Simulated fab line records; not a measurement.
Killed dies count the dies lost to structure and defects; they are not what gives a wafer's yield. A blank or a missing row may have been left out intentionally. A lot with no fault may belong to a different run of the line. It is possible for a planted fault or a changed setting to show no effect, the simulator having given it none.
2 desks looking at one fault | flow n5_finfet | what lay behind the numbers comes last; until then each desk has only its own

## THE TOOL OWNER'S DESK: pvd_sputter-02
The tool's own readings at N5_BEOL_M1_SPUTTER_81 (material Cu, target thk 4.5 nm, time 8.29 s): means of the sampled wafers that have a number, for each lot that ran on this tool. A lot is out of limits, marked OUT, if its mean lies more than 4 standard deviations from the usual mean; the brackets give that distance.
Columns: A = throttle_valve_pct at N5_BEOL_M1_SPUTTER_81, usual 30.1 %
lot  | first seen here | A
L908 | day 7 11:33     | 30.9
L909 | day 7 13:26     | 30.9
L912 | day 8 01:54     | 30.8
L913 | day 8 12:06     | 30.8
L915 | day 9 00:43     | 30.8
L917 | day 9 11:11     | 30.9
This desk found nothing out of limits on any of the 6 lots.

## THE METROLOGY DESK
What the gauges read, lot by lot, whatever tool the lot ran on: means of the sampled wafers that have a number. A lot is out of limits, marked OUT, if its mean lies more than 4 standard deviations from the usual mean; the brackets give that distance. 7 of its 16 readings are shown: the first one out of limits and those lying furthest out on some lot.
Columns: A = IOFF_N at N5_BEOL_M4_RC_MEAS_101, usual 0.153 nA/um; B = IOFF_N_85C at N5_BEOL_M4_RC_MEAS_101, usual 3.0 nA/um; C = IOFF_N_LONG at N5_BEOL_M4_RC_MEAS_101, usual 5.5e-05 nA/um; D = ION_N at N5_BEOL_M4_RC_MEAS_101, usual 673 uA/um; E = VT_N at N5_BEOL_M4_RC_MEAS_101, usual 250 mV; F = VT_N_LONG at N5_BEOL_M4_RC_MEAS_101, usual 274.6 mV; G = VT_N_LVT at N5_BEOL_M4_RC_MEAS_101, usual 99 mV
lot  | first seen here | A                | B              | C                  | D             | E             | F               | G
L905 | day 8 01:22     | 0.171            | 3.4            | 5.7e-05            | 682           | 248           | 272.0           | 98
L907 | day 8 23:54     | 0.174            | 3.4            | 5.7e-05            | 683           | 249           | 273.6           | 101
L908 | day 9 00:11     | 0.171            | 3.2            | 5.0e-05            | 681           | 251           | 280.1           | 102
L909 | day 9 06:05     | 0.185            | 3.6            | 6.3e-05            | 691           | 245           | 270.5           | 96
L911 | day 9 15:25     | 0.168            | 3.2            | 5.5e-05            | 680           | 250           | 275.0           | 98
L912 | day 9 15:43     | 0.108            | 2.2            | 5.5e-05            | 653           | 254           | 275.4           | 104
L913 | day 9 18:59     | 0.123            | 2.5            | 5.3e-05            | 660           | 255           | 275.4           | 102
L915 | day 11 00:24    | 0.000 (-5.9) OUT | 0.0 (-6.8) OUT | 3.3e-05 (-7.3) OUT | 239 (-39) OUT | 456 (+64) OUT | 479.1 (+93) OUT | 303 (+62) OUT
L917 | day 11 00:38    | 0.000 (-5.9) OUT | 0.0 (-6.8) OUT | 3.2e-05 (-7.6) OUT | 238 (-40) OUT | 459 (+65) OUT | 477.7 (+92) OUT | 306 (+63) OUT
L923 | day 12 10:34    | 0.117            | 2.4            | 5.4e-05            | 660           | 255           | 275.4           | 102
Finding of this desk: L915, L917 out of limits, first seen on L915 at day 11 00:27 (IOFF_N at N5_BEOL_M4_RC_MEAS_101). L905, L907, L908, L909, L911, L912, L913, L923 stayed within limits.

## PUT TOGETHER
On L915, L917, the metrology desk was in a position to raise an alarm at day 11 00:27.
The desk of the tool owner found nothing out of limits.
The tool owner's desk has L915, L917 on record, within its limits.
The lots listed all ran N5_BEOL_M1_SPUTTER_81 on pvd_sputter-02.

## WHAT HAD BEEN PUT IN BY THE SIMULATOR
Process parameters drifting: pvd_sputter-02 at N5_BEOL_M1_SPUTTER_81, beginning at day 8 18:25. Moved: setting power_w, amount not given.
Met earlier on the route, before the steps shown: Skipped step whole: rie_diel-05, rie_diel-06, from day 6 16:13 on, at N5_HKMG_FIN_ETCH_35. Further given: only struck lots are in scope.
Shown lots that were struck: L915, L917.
Time in hours between the start of the fault and the first out-of-limits reading at each desk: metrology desk, 54.
